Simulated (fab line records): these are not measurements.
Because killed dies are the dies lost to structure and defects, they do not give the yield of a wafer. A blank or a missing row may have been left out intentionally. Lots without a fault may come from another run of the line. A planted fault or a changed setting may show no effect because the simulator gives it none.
A sampling plan put to the test :: flow n5 finfet :: 41 faults told of in these records, all on one fab line, each judged by the records of the lots it struck
The plan consists of the line's own looks: route steps at which the wafer is read by a gauge or an inspection but not changed. Where struck wafers have a number at a look and the file lists that look's usual mean and standard deviation on fault-free wafers, the look can be judged. Caught: a look later than the fault's first step finds the struck wafers' mean 4 or more of those standard deviations (sigma) from the usual mean. On the tool: here the same test is run on the tool's own readings at the fault's steps. Caught also covers a different recipe on the struck wafers, or a record left blank for those wafers only.

## THE FAULTS, as the simulator had put them in
1. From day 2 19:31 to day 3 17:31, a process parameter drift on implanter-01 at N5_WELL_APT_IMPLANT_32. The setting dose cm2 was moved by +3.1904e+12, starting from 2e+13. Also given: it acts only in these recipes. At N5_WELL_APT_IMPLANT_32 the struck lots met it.
2. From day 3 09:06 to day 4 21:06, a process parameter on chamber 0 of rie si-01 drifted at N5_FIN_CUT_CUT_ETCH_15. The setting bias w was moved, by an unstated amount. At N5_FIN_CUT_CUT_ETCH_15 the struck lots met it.
3. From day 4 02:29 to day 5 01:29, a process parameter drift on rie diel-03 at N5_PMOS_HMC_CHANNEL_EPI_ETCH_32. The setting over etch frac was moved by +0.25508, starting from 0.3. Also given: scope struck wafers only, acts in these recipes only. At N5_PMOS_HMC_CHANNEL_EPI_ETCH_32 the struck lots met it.
4. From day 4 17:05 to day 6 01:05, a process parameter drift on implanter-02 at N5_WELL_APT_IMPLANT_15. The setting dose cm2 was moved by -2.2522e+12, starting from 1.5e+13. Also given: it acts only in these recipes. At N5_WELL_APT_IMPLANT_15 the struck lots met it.
5. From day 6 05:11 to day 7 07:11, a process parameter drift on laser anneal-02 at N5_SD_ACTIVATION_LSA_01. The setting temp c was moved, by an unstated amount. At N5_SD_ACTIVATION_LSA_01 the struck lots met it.
6. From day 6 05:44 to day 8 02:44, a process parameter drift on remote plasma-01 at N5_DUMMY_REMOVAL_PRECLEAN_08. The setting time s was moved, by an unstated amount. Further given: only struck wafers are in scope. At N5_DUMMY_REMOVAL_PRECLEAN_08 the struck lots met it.
7. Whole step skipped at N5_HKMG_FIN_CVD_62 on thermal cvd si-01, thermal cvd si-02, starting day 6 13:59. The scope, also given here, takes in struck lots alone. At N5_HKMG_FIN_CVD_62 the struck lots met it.
8. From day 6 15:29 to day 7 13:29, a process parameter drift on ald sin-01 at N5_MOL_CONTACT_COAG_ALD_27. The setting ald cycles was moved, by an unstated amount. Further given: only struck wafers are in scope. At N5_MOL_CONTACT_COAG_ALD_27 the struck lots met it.
9. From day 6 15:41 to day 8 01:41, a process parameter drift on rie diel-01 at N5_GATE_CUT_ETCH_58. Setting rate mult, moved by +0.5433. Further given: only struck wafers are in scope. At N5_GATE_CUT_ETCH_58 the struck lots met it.
10. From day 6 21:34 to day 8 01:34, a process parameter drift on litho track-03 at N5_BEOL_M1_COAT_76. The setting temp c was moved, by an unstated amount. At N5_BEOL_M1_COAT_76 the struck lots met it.
11. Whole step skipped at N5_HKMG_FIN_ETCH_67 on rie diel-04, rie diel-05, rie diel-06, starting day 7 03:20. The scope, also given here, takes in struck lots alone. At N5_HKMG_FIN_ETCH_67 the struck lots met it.
12. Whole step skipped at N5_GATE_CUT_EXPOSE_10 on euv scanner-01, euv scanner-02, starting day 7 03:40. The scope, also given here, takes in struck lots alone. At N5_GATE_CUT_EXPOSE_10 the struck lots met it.
13. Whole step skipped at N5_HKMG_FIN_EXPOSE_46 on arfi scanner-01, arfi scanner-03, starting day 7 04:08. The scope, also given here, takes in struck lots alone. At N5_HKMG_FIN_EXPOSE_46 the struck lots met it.
14. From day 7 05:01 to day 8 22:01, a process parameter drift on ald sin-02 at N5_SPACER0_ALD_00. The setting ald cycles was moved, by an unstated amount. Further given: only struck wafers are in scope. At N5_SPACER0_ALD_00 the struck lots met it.
15. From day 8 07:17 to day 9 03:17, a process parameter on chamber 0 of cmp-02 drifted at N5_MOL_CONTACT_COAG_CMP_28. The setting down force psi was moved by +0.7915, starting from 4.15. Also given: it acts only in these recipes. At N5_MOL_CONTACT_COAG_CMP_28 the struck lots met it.
16. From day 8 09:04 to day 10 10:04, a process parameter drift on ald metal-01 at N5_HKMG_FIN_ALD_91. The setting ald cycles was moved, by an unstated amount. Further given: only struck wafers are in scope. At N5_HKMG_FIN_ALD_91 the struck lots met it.
17. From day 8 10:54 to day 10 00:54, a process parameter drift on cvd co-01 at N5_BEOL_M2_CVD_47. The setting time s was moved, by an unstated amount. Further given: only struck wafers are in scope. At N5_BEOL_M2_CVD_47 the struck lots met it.
18. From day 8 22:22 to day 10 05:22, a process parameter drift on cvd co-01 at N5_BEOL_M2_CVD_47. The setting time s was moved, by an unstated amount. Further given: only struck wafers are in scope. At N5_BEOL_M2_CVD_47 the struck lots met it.
19. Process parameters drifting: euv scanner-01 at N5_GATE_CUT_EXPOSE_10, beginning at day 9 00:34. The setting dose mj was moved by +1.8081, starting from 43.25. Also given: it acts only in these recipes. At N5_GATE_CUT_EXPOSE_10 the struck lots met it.
20. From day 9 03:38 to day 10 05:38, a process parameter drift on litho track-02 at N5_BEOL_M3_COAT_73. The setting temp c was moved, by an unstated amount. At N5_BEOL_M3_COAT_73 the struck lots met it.
21. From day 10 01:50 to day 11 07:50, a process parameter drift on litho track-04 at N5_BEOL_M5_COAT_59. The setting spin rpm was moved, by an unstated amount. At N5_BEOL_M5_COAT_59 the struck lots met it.
22. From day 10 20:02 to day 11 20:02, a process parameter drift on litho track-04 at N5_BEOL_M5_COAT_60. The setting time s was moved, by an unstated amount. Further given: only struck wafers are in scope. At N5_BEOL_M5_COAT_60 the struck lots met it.
23. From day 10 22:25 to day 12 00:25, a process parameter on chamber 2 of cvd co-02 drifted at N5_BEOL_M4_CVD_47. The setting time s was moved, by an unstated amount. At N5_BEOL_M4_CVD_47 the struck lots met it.
24. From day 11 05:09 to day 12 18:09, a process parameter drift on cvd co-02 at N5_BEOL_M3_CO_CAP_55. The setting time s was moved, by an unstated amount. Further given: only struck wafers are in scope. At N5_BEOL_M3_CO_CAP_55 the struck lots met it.
25. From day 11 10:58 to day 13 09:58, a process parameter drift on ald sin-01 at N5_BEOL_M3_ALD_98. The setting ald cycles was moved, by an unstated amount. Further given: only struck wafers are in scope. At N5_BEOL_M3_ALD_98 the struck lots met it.
26. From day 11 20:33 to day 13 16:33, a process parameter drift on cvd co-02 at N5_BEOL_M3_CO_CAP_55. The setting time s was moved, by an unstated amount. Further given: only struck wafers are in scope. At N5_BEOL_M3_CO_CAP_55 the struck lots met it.
27. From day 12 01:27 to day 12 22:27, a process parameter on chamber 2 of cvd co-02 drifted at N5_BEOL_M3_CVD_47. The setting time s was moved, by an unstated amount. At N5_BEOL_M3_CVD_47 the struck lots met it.
28. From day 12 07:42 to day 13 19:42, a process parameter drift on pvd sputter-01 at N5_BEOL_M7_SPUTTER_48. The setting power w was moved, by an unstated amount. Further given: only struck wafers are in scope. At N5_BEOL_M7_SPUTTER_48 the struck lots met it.
29. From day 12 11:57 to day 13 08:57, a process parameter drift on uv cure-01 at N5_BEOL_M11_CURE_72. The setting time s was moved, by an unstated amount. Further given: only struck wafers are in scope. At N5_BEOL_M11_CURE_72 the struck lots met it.
30. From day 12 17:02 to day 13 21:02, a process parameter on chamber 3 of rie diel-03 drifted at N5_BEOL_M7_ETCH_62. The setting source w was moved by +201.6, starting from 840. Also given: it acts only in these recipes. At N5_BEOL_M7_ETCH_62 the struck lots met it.
31. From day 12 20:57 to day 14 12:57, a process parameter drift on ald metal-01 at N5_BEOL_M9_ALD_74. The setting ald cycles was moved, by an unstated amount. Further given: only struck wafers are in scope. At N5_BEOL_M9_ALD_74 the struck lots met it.
32. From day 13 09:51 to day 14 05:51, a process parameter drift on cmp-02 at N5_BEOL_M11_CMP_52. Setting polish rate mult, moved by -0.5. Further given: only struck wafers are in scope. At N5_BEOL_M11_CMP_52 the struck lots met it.
33. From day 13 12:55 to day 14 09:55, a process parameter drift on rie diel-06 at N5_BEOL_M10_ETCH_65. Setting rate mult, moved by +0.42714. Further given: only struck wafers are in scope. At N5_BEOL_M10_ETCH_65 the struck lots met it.
34. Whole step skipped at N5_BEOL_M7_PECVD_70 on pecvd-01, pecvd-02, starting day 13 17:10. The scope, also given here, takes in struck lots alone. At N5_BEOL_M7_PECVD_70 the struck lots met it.
35. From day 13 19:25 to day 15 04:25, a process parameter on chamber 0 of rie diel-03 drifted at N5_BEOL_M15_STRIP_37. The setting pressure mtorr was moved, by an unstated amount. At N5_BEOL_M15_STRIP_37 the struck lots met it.
36. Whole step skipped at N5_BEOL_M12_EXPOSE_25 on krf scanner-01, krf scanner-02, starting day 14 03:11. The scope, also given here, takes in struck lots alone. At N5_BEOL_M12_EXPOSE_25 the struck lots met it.
37. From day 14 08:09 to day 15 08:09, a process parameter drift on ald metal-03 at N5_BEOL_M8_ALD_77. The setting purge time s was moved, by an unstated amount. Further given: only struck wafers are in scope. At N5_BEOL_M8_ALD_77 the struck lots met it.
38. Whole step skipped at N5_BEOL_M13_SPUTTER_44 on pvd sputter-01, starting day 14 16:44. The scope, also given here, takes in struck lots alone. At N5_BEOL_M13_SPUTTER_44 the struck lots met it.
39. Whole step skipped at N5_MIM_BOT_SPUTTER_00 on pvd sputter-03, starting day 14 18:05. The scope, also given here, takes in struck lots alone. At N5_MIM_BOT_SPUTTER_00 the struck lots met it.
40. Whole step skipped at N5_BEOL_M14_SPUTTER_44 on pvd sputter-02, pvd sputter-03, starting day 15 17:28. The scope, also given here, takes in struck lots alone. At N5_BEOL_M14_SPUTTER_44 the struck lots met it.
41. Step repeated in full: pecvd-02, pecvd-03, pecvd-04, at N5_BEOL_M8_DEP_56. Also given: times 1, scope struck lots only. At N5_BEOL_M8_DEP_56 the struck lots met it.

## WHAT THE PLAN SAW
fault: 1
on the tool itself: dose ions cm2 +99 or beyond sigma
first look that catches it: no look after it can be judged
reading, sigma: -
median hours from its first step to that look: -
hours from the fault's start to the first struck lot there: -
judged looks passed uncaught: 0

fault: 2
on the tool itself: under 2 sigma
first look that catches it: no look after it can be judged
reading, sigma: -
median hours from its first step to that look: -
hours from the fault's start to the first struck lot there: -
judged looks passed uncaught: 0

fault: 3
on the tool itself: under 2 sigma
first look that catches it: no look after it can be judged
reading, sigma: -
median hours from its first step to that look: -
hours from the fault's start to the first struck lot there: -
judged looks passed uncaught: 0

fault: 4
on the tool itself: dose ions cm2 -99 or beyond sigma
first look that catches it: no look after it can be judged
reading, sigma: -
median hours from its first step to that look: -
hours from the fault's start to the first struck lot there: -
judged looks passed uncaught: 0

fault: 5
on the tool itself: wafer_temp_C_max -20 sigma
first look that catches it: not the one look that can be judged after it
reading, sigma: -
median hours from its first step to that look: -
hours from the fault's start to the first struck lot there: -
judged looks passed uncaught: 1

fault: 6
on the tool itself: under 2 sigma
first look that catches it: no look after it can be judged
reading, sigma: -
median hours from its first step to that look: -
hours from the fault's start to the first struck lot there: -
judged looks passed uncaught: 0

fault: 7
on the tool itself: the tool's record is blank for the struck wafers
first look that catches it: no look after it can be judged
reading, sigma: -
median hours from its first step to that look: -
hours from the fault's start to the first struck lot there: -
judged looks passed uncaught: 0

fault: 8
on the tool itself: run length s -99 or beyond sigma
first look that catches it: no look after it can be judged
reading, sigma: -
median hours from its first step to that look: -
hours from the fault's start to the first struck lot there: -
judged looks passed uncaught: 0

fault: 9
on the tool itself: only faintly: oes product au +3.6 sigma
first look that catches it: no look after it can be judged
reading, sigma: -
median hours from its first step to that look: -
hours from the fault's start to the first struck lot there: -
judged looks passed uncaught: 0

fault: 10
on the tool itself: plate temp C +71 sigma
first look that catches it: not the one look that can be judged after it
reading, sigma: -
median hours from its first step to that look: -
hours from the fault's start to the first struck lot there: -
judged looks passed uncaught: 1

fault: 11
on the tool itself: the tool's record is blank for the struck wafers
first look that catches it: no look after it can be judged
reading, sigma: -
median hours from its first step to that look: -
hours from the fault's start to the first struck lot there: -
judged looks passed uncaught: 0

fault: 12
on the tool itself: no reading that can be judged
first look that catches it: no look after it can be judged
reading, sigma: -
median hours from its first step to that look: -
hours from the fault's start to the first struck lot there: -
judged looks passed uncaught: 0

fault: 13
on the tool itself: no reading that can be judged
first look that catches it: no look after it can be judged
reading, sigma: -
median hours from its first step to that look: -
hours from the fault's start to the first struck lot there: -
judged looks passed uncaught: 0

fault: 14
on the tool itself: under 2 sigma
first look that catches it: no look after it can be judged
reading, sigma: -
median hours from its first step to that look: -
hours from the fault's start to the first struck lot there: -
judged looks passed uncaught: 0

fault: 15
on the tool itself: head pressure psi +91 sigma
first look that catches it: not the one look that can be judged after it
reading, sigma: -
median hours from its first step to that look: -
hours from the fault's start to the first struck lot there: -
judged looks passed uncaught: 1

fault: 16
on the tool itself: under 2 sigma
first look that catches it: no look after it can be judged
reading, sigma: -
median hours from its first step to that look: -
hours from the fault's start to the first struck lot there: -
judged looks passed uncaught: 0

fault: 17
on the tool itself: run length s -99 or beyond sigma
first look that catches it: not the one look that can be judged after it
reading, sigma: -
median hours from its first step to that look: -
hours from the fault's start to the first struck lot there: -
judged looks passed uncaught: 1

fault: 18
on the tool itself: run length s -99 or beyond sigma
first look that catches it: not the one look that can be judged after it
reading, sigma: -
median hours from its first step to that look: -
hours from the fault's start to the first struck lot there: -
judged looks passed uncaught: 1

fault: 19
on the tool itself: exposure dose mJ cm2 +26 sigma
first look that catches it: no look after it can be judged
reading, sigma: -
median hours from its first step to that look: -
hours from the fault's start to the first struck lot there: -
judged looks passed uncaught: 0

fault: 20
on the tool itself: plate temp C +23 sigma
first look that catches it: not the one look that can be judged after it
reading, sigma: -
median hours from its first step to that look: -
hours from the fault's start to the first struck lot there: -
judged looks passed uncaught: 1

fault: 21
on the tool itself: spin speed rpm +99 or beyond sigma
first look that catches it: no look after it can be judged
reading, sigma: -
median hours from its first step to that look: -
hours from the fault's start to the first struck lot there: -
judged looks passed uncaught: 0

fault: 22
on the tool itself: run length s +36 sigma
first look that catches it: no look after it can be judged
reading, sigma: -
median hours from its first step to that look: -
hours from the fault's start to the first struck lot there: -
judged looks passed uncaught: 0

fault: 23
on the tool itself: run length s -99 or beyond sigma
first look that catches it: not the one look that can be judged after it
reading, sigma: -
median hours from its first step to that look: -
hours from the fault's start to the first struck lot there: -
judged looks passed uncaught: 1

fault: 24
on the tool itself: run length s +84 sigma
first look that catches it: not the one look that can be judged after it
reading, sigma: -
median hours from its first step to that look: -
hours from the fault's start to the first struck lot there: -
judged looks passed uncaught: 1

fault: 25
on the tool itself: under 2 sigma
first look that catches it: not the one look that can be judged after it
reading, sigma: -
median hours from its first step to that look: -
hours from the fault's start to the first struck lot there: -
judged looks passed uncaught: 1

fault: 26
on the tool itself: run length s -53 sigma
first look that catches it: not the one look that can be judged after it
reading, sigma: -
median hours from its first step to that look: -
hours from the fault's start to the first struck lot there: -
judged looks passed uncaught: 1

fault: 27
on the tool itself: run length s +99 or beyond sigma
first look that catches it: not the one look that can be judged after it
reading, sigma: -
median hours from its first step to that look: -
hours from the fault's start to the first struck lot there: -
judged looks passed uncaught: 1

fault: 28
on the tool itself: cathode dc power W +99 or beyond sigma
first look that catches it: no look after it can be judged
reading, sigma: -
median hours from its first step to that look: -
hours from the fault's start to the first struck lot there: -
judged looks passed uncaught: 0

fault: 29
on the tool itself: run length s +32 sigma
first look that catches it: no look after it can be judged
reading, sigma: -
median hours from its first step to that look: -
hours from the fault's start to the first struck lot there: -
judged looks passed uncaught: 0

fault: 30
on the tool itself: rf fwd power W +80 sigma
first look that catches it: none of the 2 looks that can be judged after it
reading, sigma: -
median hours from its first step to that look: -
hours from the fault's start to the first struck lot there: -
judged looks passed uncaught: 2

fault: 31
on the tool itself: under 2 sigma
first look that catches it: no look after it can be judged
reading, sigma: -
median hours from its first step to that look: -
hours from the fault's start to the first struck lot there: -
judged looks passed uncaught: 0

fault: 32
on the tool itself: overpolish run s -99 or beyond sigma
first look that catches it: N5_BEOL_M11_THK_MEAS_53
reading, sigma: M11_THK +37
median hours from its first step to that look: 0.3
hours from the fault's start to the first struck lot there: 11
judged looks passed uncaught: 0

fault: 33
on the tool itself: etch rf on time s -18 sigma
first look that catches it: no look after it can be judged
reading, sigma: -
median hours from its first step to that look: -
hours from the fault's start to the first struck lot there: -
judged looks passed uncaught: 0

fault: 34
on the tool itself: the tool's record is blank for the struck wafers
first look that catches it: no look after it can be judged
reading, sigma: -
median hours from its first step to that look: -
hours from the fault's start to the first struck lot there: -
judged looks passed uncaught: 0

fault: 35
on the tool itself: chamber pressure mTorr -99 or beyond sigma
first look that catches it: no look after it can be judged
reading, sigma: -
median hours from its first step to that look: -
hours from the fault's start to the first struck lot there: -
judged looks passed uncaught: 0

fault: 36
on the tool itself: no reading that can be judged
first look that catches it: no look after it can be judged
reading, sigma: -
median hours from its first step to that look: -
hours from the fault's start to the first struck lot there: -
judged looks passed uncaught: 0

fault: 37
on the tool itself: under 2 sigma
first look that catches it: no look after it can be judged
reading, sigma: -
median hours from its first step to that look: -
hours from the fault's start to the first struck lot there: -
judged looks passed uncaught: 0

fault: 38
on the tool itself: the tool's record is blank for the struck wafers
first look that catches it: not the one look that can be judged after it
reading, sigma: strongest: M13_THK at N5_BEOL_M13_THK_MEAS_50, +2.1
median hours from its first step to that look: -
hours from the fault's start to the first struck lot there: -
judged looks passed uncaught: 1

fault: 39
on the tool itself: the tool's record is blank for the struck wafers
first look that catches it: no look after it can be judged
reading, sigma: -
median hours from its first step to that look: -
hours from the fault's start to the first struck lot there: -
judged looks passed uncaught: 0

fault: 40
on the tool itself: the tool's record is blank for the struck wafers
first look that catches it: not the one look that can be judged after it
reading, sigma: -
median hours from its first step to that look: -
hours from the fault's start to the first struck lot there: -
judged looks passed uncaught: 1

fault: 41
on the tool itself: under 2 sigma
first look that catches it: not the one look that can be judged after it
reading, sigma: -
median hours from its first step to that look: -
hours from the fault's start to the first struck lot there: -
judged looks passed uncaught: 1
A dash: this means the fault isn't caught or the number doesn't appear in these records.

Caught at a look: 1 of 41. Caught on the tool: 28 of 41. By one or the other: 28 of 41.
Caught on the tool alone: faults 1, 4, 5, 7, 8, 10, 11, 15, 17, 18, 19, 20, 21, 22, 23, 24, 26, 27, 28, 29, 30, 33, 34, 35, 38, 39, 40.
Caught by neither: faults 2, 3, 6, 9, 12, 13, 14, 16, 25, 31, 36, 37, 41.

## THINNER SAMPLING
In the worst case, this is how late the first struck lot would be measured if the look that catches a fault measured only every second or every third lot, by lot number:
fault: 32
struck lots at that look, in order of time: L402, L405
every lot: 11 h
every second lot: 14 h
every third lot: may miss all 2
The hour figures run from when the fault began to the first measured lot among those it struck. Since the struck wafers were tested as one group against 4 sigma, a single lot by itself may lie under the limit. Other struck lots may not be in these records.

## THE LONGEST TIMED WAY FROM STEP TO LOOK
In fault 32, a median of 0.3 hours elapses between N5_BEOL_M11_CMP_52 and N5_BEOL_M11_THK_MEAS_53. No look between them can be judged.
